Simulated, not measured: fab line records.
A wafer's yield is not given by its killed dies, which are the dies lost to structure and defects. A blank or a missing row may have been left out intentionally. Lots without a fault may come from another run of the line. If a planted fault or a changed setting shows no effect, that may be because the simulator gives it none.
Which tool did it? + flow nandHarc + Sampling: 12 lots, 36 wafers, 6 of 1159 route steps

WHAT THE GAUGES SHOWED, per wafer
NHARC_P_GATE_CD_MEAS_46: the cd target is 720 nm. Usual: cdNm reads 719.5 nm (standard deviation 1.9).
| lot  | measured     | on       | cdNm (nm)         | flag |
|------|--------------|----------|-------------------|------|
| L110 | day 5 05:53  | cdSem-01 | 717.8 719.2 719.9 |      |
| L109 | day 5 03:58  | cdSem-02 | 717.6 716.2 717.5 |      |
| L111 | day 5 19:43  | cdSem-02 | - - -             | OFF  |
| L121 | day 8 12:44  | cdSem-02 | 716.6 719.8 718.0 |      |
| L124 | day 9 02:18  | cdSem-02 | 724.1 721.3 720.8 |      |
| L126 | day 9 13:07  | cdSem-03 | 723.1 719.4 718.9 |      |
| L127 | day 9 17:43  | cdSem-01 | 717.2 716.7 718.0 |      |
| L128 | day 9 17:55  | cdSem-02 | 721.9 720.2 722.4 |      |
| L130 | day 10 07:55 | cdSem-03 | 719.7 718.0 720.1 |      |
| L129 | day 10 08:18 | cdSem-03 | 717.3 720.4 721.2 |      |
| L131 | day 10 16:48 | cdSem-03 | 720.3 719.4 723.2 |      |
| L132 | day 10 17:34 | cdSem-01 | 718.7 720.1 718.3 |      |

NHARC_END_SORT_01. Usual: killedAtArray 25, standard deviation 10; killedAtOther 0.6, standard deviation 0.91; killedAtPeriphery 3.6, standard deviation 2.9; killedDies 29, standard deviation 10; killedOpen 3.3, standard deviation 2; killedShort 1.9, standard deviation 1.5.
| lot  | measured     | on        | killedAtArray | killedAtOther | killedAtPeriphery | killedDies  | killedOpen | killedShort | flag |
|------|--------------|-----------|---------------|---------------|-------------------|-------------|------------|-------------|------|
| L111 | day 20 12:48 | prober-02 | 20 20 12      | 0 0 0         | 657 657 665       | 677 677 677 | 1 3 2      | 1 2 0       | OFF  |

EACH LOT AND THE TOOL THAT RAN IT (in order: tool; ch and the chambers of the sampled wafers; start)
| lot  | NHARC_P_GATE_HM_OPEN_105                     | NHARC_P_GATE_EXPOSE_43           | NHARC_P_M0_DEGAS_28         | NHARC_P_M0_PRE_CLEAN_29 |
|------|----------------------------------------------|----------------------------------|-----------------------------|-------------------------|
| L110 | rieDiel-03 ch 0,1,3, day 5 05:44 or earlier  | krfScanner-02 ch 0, day 5 05:44  | pvdSputter-01, day 6 11:16  | pvdSputter-01, no start |
| L109 | rieDiel-03 ch 2,3, day 5 03:48 or earlier    | krfScanner-03 ch 0, day 5 03:48  | pvdSputter-02, day 5 22:51  | pvdSputter-02, no start |
| L111 | rieDiel-12 ch 1,2,3, day 5 19:33 or earlier  | krfScanner-04 ch 0, day 5 19:33  | -                           | -                       |
| L121 | rieDiel-03 ch 0,2,3, day 8 12:34 or earlier  | krfScanner-02 ch 0, day 8 12:34  | pvdSputter-02, day 9 03:05  | pvdSputter-02, no start |
| L124 | rieDiel-03 ch 0,2,3, day 9 02:08 or earlier  | krfScanner-02 ch 0, day 9 02:08  | pvdSputter-03, day 10 01:07 | pvdSputter-03, no start |
| L126 | rieDiel-03 ch 0,2,3, day 9 12:58 or earlier  | krfScanner-03 ch 0, day 9 12:58  | pvdSputter-03, day 10 02:41 | pvdSputter-03, no start |
| L127 | rieDiel-03 ch 0,1,3, day 9 17:34 or earlier  | krfScanner-03 ch 0, day 9 17:34  | pvdSputter-03, day 10 06:54 | pvdSputter-03, no start |
| L128 | rieDiel-12 ch 1,2,3, day 9 17:46 or earlier  | krfScanner-02 ch 0, day 9 17:46  | pvdSputter-03, day 10 07:28 | pvdSputter-03, no start |
| L130 | rieDiel-12 ch 2,3, day 10 07:45 or earlier   | krfScanner-03 ch 0, day 10 07:45 | pvdSputter-01, day 11 04:38 | pvdSputter-01, no start |
| L129 | rieDiel-11 ch 0,2,3, day 10 08:08 or earlier | krfScanner-04 ch 0, day 10 08:08 | pvdSputter-03, day 11 05:08 | pvdSputter-03, no start |
| L131 | rieDiel-11 ch 1,3, day 10 16:39 or earlier   | krfScanner-04 ch 0, day 10 16:39 | pvdSputter-01, day 11 06:59 | pvdSputter-01, no start |
| L132 | rieDiel-11 ch 1,3, day 10 17:25 or earlier   | krfScanner-04 ch 0, day 10 17:25 | pvdSputter-03, day 11 07:37 | pvdSputter-03, no start |
- NHARC_P_GATE_HM_OPEN_105: chemistry O2/COS, target depth 360 nm.
- NHARC_P_GATE_EXPOSE_43: exposes mask P NSD, target cd 720 nm.
- NHARC_P_M0_DEGAS_28: time 60 s.
- NHARC_P_M0_PRE_CLEAN_29: time 30 s.

WHAT THE TOOLS THEMSELVES READ (means of the sampled wafers that have a number; where no wafer has one, the mark that the record gives instead)
NHARC_P_GATE_HM_OPEN_105. Usual: drypumpMotorCurrentA 6.0 A, standard deviation 0.4; oesProductAu 0.993 a.u., standard deviation 0.012; rfVppV 467 V, standard deviation 3.4; showerheadPlenumPTorr 3.12 Torr, standard deviation 0.16; throttleValvePct 28.330 %, standard deviation 0.009.
| lot  | tool       | drypumpMotorCurrentA (A) | oesProductAu (a.u.) | rfVppV (V) | showerheadPlenumPTorr (Torr) | throttleValvePct (%) | flag |
|------|------------|--------------------------|---------------------|------------|------------------------------|----------------------|------|
| L110 | rieDiel-03 | 6.2                      | 0.990               | 465        | 3.04                         | 28.332               |      |
| L109 | rieDiel-03 | 6.3                      | 0.980               | 468        | 3.14                         | 28.331               |      |
| L111 | rieDiel-12 | 5.6                      | 1.000               | 465        | 3.05                         | 28.329               |      |
| L121 | rieDiel-03 | 6.1                      | 0.995               | 468        | 3.15                         | 28.331               |      |
| L124 | rieDiel-03 | 6.1                      | 0.991               | 467        | 3.15                         | 28.339               |      |
| L126 | rieDiel-03 | 6.1                      | 0.987               | 468        | 3.15                         | 28.335               |      |
| L127 | rieDiel-03 | 6.2                      | 0.995               | 464        | 3.03                         | 28.330               |      |
| L128 | rieDiel-12 | 5.7                      | 0.987               | 465        | 3.04                         | 28.322               |      |
| L130 | rieDiel-12 | 5.4                      | 0.997               | 466        | 3.06                         | 28.327               |      |
| L129 | rieDiel-11 | 6.2                      | 0.993               | 467        | 3.10                         | 28.323               |      |
| L131 | rieDiel-11 | 6.0                      | 1.004               | 468        | 3.21                         | 28.331               |      |
| L132 | rieDiel-11 | 6.0                      | 1.006               | 469        | 3.21                         | 28.325               |      |

NHARC_P_GATE_EXPOSE_43. Usual: exposureDoseMJCm2 14.810, standard deviation 0.016; stageVelMmS 500.04 mm/s, standard deviation 0.26.
| lot  | tool          | exposureDoseMJCm2 | stageVelMmS (mm/s) | flag |
|------|---------------|-------------------|--------------------|------|
| L110 | krfScanner-02 | 14.798            | 500.02             |      |
| L109 | krfScanner-03 | 14.807            | 499.96             |      |
| L111 | krfScanner-04 | 14.796            | 500.26             |      |
| L121 | krfScanner-02 | 14.789            | 500.31             |      |
| L124 | krfScanner-02 | 14.815            | 500.31             |      |
| L126 | krfScanner-03 | 14.842            | 500.36             |      |
| L127 | krfScanner-03 | 14.807            | 499.91             |      |
| L128 | krfScanner-02 | 14.809            | 500.20             |      |
| L130 | krfScanner-03 | 14.805            | 500.09             |      |
| L129 | krfScanner-04 | 14.816            | 499.51             |      |
| L131 | krfScanner-04 | 14.806            | 499.98             |      |
| L132 | krfScanner-04 | 14.816            | 500.24             |      |

NHARC_P_M0_DEGAS_28. Usual: heaterPowerW reads 337 W (standard deviation 37).
| lot  | tool          | heaterPowerW (W) | flag |
|------|---------------|------------------|------|
| L110 | pvdSputter-01 | 341              |      |
| L109 | pvdSputter-02 | 336              |      |
| L121 | pvdSputter-02 | 351              |      |
| L124 | pvdSputter-03 | 340              |      |
| L126 | pvdSputter-03 | 341              |      |
| L127 | pvdSputter-03 | 335              |      |
| L128 | pvdSputter-03 | 320              |      |
| L130 | pvdSputter-01 | 337              |      |
| L129 | pvdSputter-03 | 324              |      |
| L131 | pvdSputter-01 | 315              |      |
| L132 | pvdSputter-03 | 319              |      |

NHARC_P_M0_PRE_CLEAN_29. Usual: heaterPowerW reads 413 W (standard deviation 44).
| lot  | tool          | heaterPowerW (W) | flag |
|------|---------------|------------------|------|
| L110 | pvdSputter-01 | 409              |      |
| L109 | pvdSputter-02 | 420              |      |
| L121 | pvdSputter-02 | 416              |      |
| L124 | pvdSputter-03 | 396              |      |
| L126 | pvdSputter-03 | 392              |      |
| L127 | pvdSputter-03 | 395              |      |
| L128 | pvdSputter-03 | 412              |      |
| L130 | pvdSputter-01 | 448              |      |
| L129 | pvdSputter-03 | 379              |      |
| L131 | pvdSputter-01 | 399              |      |
| L132 | pvdSputter-03 | 399              |      |

THE ANSWER, worked out from the rows above alone
Rule: a lot is off if the mean of its wafers that have a number lies more than 3 standard deviations from the usual mean. Also off: a lot with no number at a reading for which 4 or more lots have one. The other lots that the step has rows for count as sound. Order of review: gauges by route order, followed by the tools' own readings, for which a lot's mean as printed above is used. At the first step where some lot is off, the reading lying furthest off is the one used; lots without a number count as furthest.
Off: L111, at NHARC_P_GATE_CD_MEAS_46 (cdNm). Without a number there: L111.
If a tool, at a process step before that reading, ran all the lots that are off and no sound lot after the first of them, it fits. The gauges at NHARC_P_GATE_CD_MEAS_46 aren't tried: what is off there is off at NHARC_END_SORT_01 too, on other tools, and a gauge's error can't cause that. Because NHARC_P_GATE_HM_OPEN_105 lacks a start for some lots, the hours and order of its lots are taken from NHARC_P_GATE_EXPOSE_43. Not one of the candidates tried fits.

WHAT THE SIMULATOR HAD INSERTED
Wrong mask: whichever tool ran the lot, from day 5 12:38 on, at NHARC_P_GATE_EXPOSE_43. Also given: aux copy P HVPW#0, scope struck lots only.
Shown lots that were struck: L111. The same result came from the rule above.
